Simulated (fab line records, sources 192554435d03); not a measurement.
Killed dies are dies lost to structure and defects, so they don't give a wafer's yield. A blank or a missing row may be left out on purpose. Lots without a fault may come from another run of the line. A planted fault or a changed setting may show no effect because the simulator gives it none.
Chamber matching | flow n5_finfet | N5_BEOL_M11_ILD_DEP_00 on pecvd-02: 3 sister chambers
The step deposits SiCOH lowk from DEMS/porogen, target thk 308.51 nm, time 58 s. 22 wafers are shown with their chamber, then 11 later ones without.

WAFERS WITH THEIR CHAMBER
wafer  | chamber | throttle_valve_pct (%) | heater_power_w (W) | showerhead_plenum_p_Torr (Torr)
L074.1 | 2       | 13.5                   | 342                | 5.721
L074.4 | 2       | 13.5                   | 353                | 5.737
L074.6 | 1       | 13.6                   | 271                | 5.766
L078.2 | 1       | 13.6                   | 274                | 5.732
L078.3 | 2       | 13.5                   | 354                | 5.737
L078.5 | 1       | 13.6                   | 280                | 5.741
L079.1 | 2       | 13.4                   | 398                | 5.744
L079.5 | 1       | 13.8                   | 308                | 5.736
L079.6 | 2       | 13.7                   | 404                | 5.739
L082.2 | 1       | 13.8                   | 293                | 5.748
L082.3 | 0       | 12.9                   | 311                | 5.753
L082.4 | 2       | 13.6                   | 342                | 5.745
L084.3 | 2       | 13.6                   | 392                | 5.737
L084.4 | 0       | 13.1                   | 330                | 5.766
L084.6 | 2       | 13.7                   | 399                | 5.737
L085.1 | 1       | 14.2                   | 263                | 5.730
L085.3 | 2       | 13.7                   | 394                | 5.720
L085.5 | 0       | 13.0                   | 310                | 5.733
L086.1 | 1       | 13.7                   | 265                | 5.736
L086.3 | 0       | 13.0                   | 370                | 5.758
L086.6 | 1       | 13.9                   | 269                | 5.736
L087.2 | 2       | 13.3                   | 403                | 5.722

SIGNATURES (means of the wafers above)
reading                  | chamber 0 | chamber 1 | chamber 2 | scatter within a chamber
throttle_valve_pct       | 13.000    | 13.775    | 13.550    | 0.159
heater_power_w           | 330.25    | 277.88    | 378.10    | 23.4
showerhead_plenum_p_Torr | 5.75250   | 5.74062   | 5.73390   | 0.0111
Rule: a wafer's distance from a chamber is the root of the sum, over the readings, of the square of ((its reading less the chamber's mean) divided by the reading's scatter). The wafer belongs to the nearest chamber; if the next one is less than 2 further off, it can't be placed. The scatter: the root of (the sum of the squares of (reading less its chamber's mean) over the shown wafers, divided by (wafers less chambers)).

WAFERS WITHOUT THEIR CHAMBER
wafer  | throttle_valve_pct (%) | heater_power_w (W) | showerhead_plenum_p_Torr (Torr)
L087.5 | 13.9                   | 236                | 5.747
L087.6 | 13.4                   | 325                | 5.734
L089.1 | 13.8                   | 289                | 5.746
L089.4 | 14.0                   | 295                | 5.753
L089.6 | 12.8                   | 341                | 5.747
L092.1 | 13.1                   | 356                | 5.741
L092.2 | 13.6                   | 360                | 5.740
L092.5 | 13.6                   | 283                | 5.748
L094.2 | 13.6                   | 394                | 5.749
L094.3 | 13.7                   | 300                | 5.756
L094.6 | 13.2                   | 329                | 5.737

WHICH CHAMBER EACH WENT THROUGH
wafer  | from the rows above          | in truth
L087.5 | 1                            | 1
L087.6 | can't be placed: 2 or 0 or 1 | 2
L089.1 | 1                            | 1
L089.4 | 1                            | 1
L089.6 | 0                            | 0
L092.1 | can't be placed: 0 or 2      | 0
L092.2 | 2                            | 2
L092.5 | 1                            | 1
L094.2 | 2                            | 2
L094.3 | 1                            | 1
L094.6 | can't be placed: 0 or 2      | 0
Placed correctly: 8 of 11. Can't be placed from these rows: 3 (the true chamber is among the candidates in 3). Placed wrongly: 0.
